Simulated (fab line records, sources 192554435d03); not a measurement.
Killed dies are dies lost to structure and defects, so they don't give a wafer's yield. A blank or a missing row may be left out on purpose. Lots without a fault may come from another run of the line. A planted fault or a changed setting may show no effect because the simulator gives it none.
Chamber matching | flow n5_finfet | N5_BEOL_M5_ETCH_67 on rie_diel-05: 4 sister chambers
The step etches SiARC in CF4, target depth 15.6 nm, time 26 s. 4 wafers are shown with their chamber, then 7 later ones without.

WAFERS WITH THEIR CHAMBER
wafer  | chamber | showerhead_plenum_p_Torr (Torr)
L090.3 | 2       | 2.24
L090.4 | 1       | 2.20
L089.1 | 0       | 2.04
L089.2 | 3       | 2.03

WAFERS WITHOUT THEIR CHAMBER
wafer  | showerhead_plenum_p_Torr (Torr)
L089.4 | 2.04
L094.2 | 2.04
L094.3 | 2.03
L094.4 | 2.04
L097.4 | 2.03
L097.5 | 2.19
L097.6 | 2.23

WHICH CHAMBER EACH WENT THROUGH
wafer  | from the rows above     | in truth
L089.4 | can't be placed: 0 or 3 | 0
L094.2 | can't be placed: 0 or 3 | 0
L094.3 | can't be placed: 3 or 0 | 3
L094.4 | can't be placed: 0 or 3 | 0
L097.4 | can't be placed: 3 or 0 | 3
L097.5 | 1                       | 1
L097.6 | 2                       | 2
Placed correctly: 2 of 7. Can't be placed from these rows: 5 (the true chamber is among the candidates in 5). Placed wrongly: 0.
How it was worked out, from the rows above alone: a wafer's distance from a chamber is the root of the sum, over the readings, of the square of ((its reading less the chamber's mean) divided by the reading's scatter). The wafer belongs to the nearest chamber; if the next one is less than 2 further off, it can't be placed. A chamber's mean is the mean of its shown wafers. The scatter: with one shown wafer a chamber, the root of the mean of the squares of how far each hidden wafer lies from its nearest shown one.
